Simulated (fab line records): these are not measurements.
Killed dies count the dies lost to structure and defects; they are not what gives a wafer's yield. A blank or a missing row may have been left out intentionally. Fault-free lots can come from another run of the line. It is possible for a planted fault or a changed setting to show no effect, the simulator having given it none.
Problem report, 8D (eight disciplines) form, completed by code :: flow n5_finfet :: the parts of the form that need people (team, actions taken, sign-off) are left out

== 1. THE ISSUE ==
Mean of etch_rf_on_time_s at N5_BEOL_M11_ETCH_65: 40.2 s across 3 wafers in 2 lots; on wafers with no fault it is 64.9 s (standard deviation 0.88). That is -28 standard deviations from the usual mean.
The step: etches SiARC in CF4, target depth 39 nm, time 65 s.
Seen first at day 17 01:59 on rie_diel-05, wafer L782.5. At this step, 34 wafers from 12 lots have a number in the record. Rule for "out", or "out of limits": more than 4 standard deviations from the usual mean. The rest of the wafers with a number are treated as sound.

== 2. WHAT IT IS, WHAT IT ISN'T ==
question: which readings at this step
is: etch_rf_on_time_s
is not: drypump_motor_current_A, rf_vpp_V, showerhead_plenum_p_Torr

question: which lots
is: L781, L782
is not: L767, L768, L770, L771, L773, L775, L776, L777, L779, L786

question: which wafers of those lots
is: L781.2, L781.5, L782.5
is not: L782.4

question: read on which tools
is: rie_diel-05
is not: rie_diel-02, rie_diel-03

question: when
is: from day 17 01:59
is not: up to then (28 sound wafers); but 3 sound wafers of L786 came after

== 3. WHAT RULES OUT EACH SUSPECT ==
Counting: any tool at a process step up to the reading remains a suspect provided it ran every lot that is out. Sound lots after the first of them don't rule it out here, since some wafers of a struck lot are sound.
- pecvd-04 at N5_BEOL_M11_PECVD_70 (deposits SiO2 from TEOS/O2, target thk 20 nm, time 22.7 s): kept. It processed each lot that is out (first: L782, day 16 22:28); up to then, its last sound lot is L779 (day 16 21:34).
- rie_diel-05 at N5_BEOL_M11_ETCH_65 (etches SiARC in CF4, target depth 39 nm, time 65 s): kept. It processed each lot that is out (first: L782, day 17 01:59); up to then, its last sound lot is L776 (day 15 19:06). Its own readings are out on those wafers: etch_rf_on_time_s.
Remaining after the count are pecvd-04 at N5_BEOL_M11_PECVD_70 and rie_diel-05 at N5_BEOL_M11_ETCH_65.

== 4. THE CAUSE (what the simulator had put in) ==
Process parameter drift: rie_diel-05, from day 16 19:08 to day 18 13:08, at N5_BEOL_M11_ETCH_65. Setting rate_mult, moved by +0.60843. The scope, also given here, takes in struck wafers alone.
Counting leaves 2 suspects; this tool is one of them.

== 5. THE CHAIN OF EFFECTS, in route order ==
One row per reading whose mean, taken over the struck wafers that have a number, lies over 3 standard deviations from the usual. Readings are gone through only where the record gives a usual standard deviation; hours: the median, over the lots, of the time from a lot's start at the first step in this table giving one to that lot's start at this step; sigmas: the change measured in usual standard deviations.
hours: 0
step: N5_BEOL_M11_ETCH_65
reading: etch_rf_on_time_s
usual: 64.9 s
on struck wafers: 40.2
change: -24.7
sigmas: -28

hours: 0
step: N5_BEOL_M11_ETCH_65
reading: oes_product_au
usual: 0.66 a.u.
on struck wafers: 0.98
change: +0.32
sigmas: +4.2
The process steps in it:
- N5_BEOL_M11_ETCH_65: etches SiARC in CF4, target depth 39 nm, time 65 s.

== 6. HOW IT WOULD HAVE BEEN CAUGHT EARLIER ==
7 hours passed between the start of the fault at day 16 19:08 and the first reading out of limits in this record, taken at day 17 01:59.
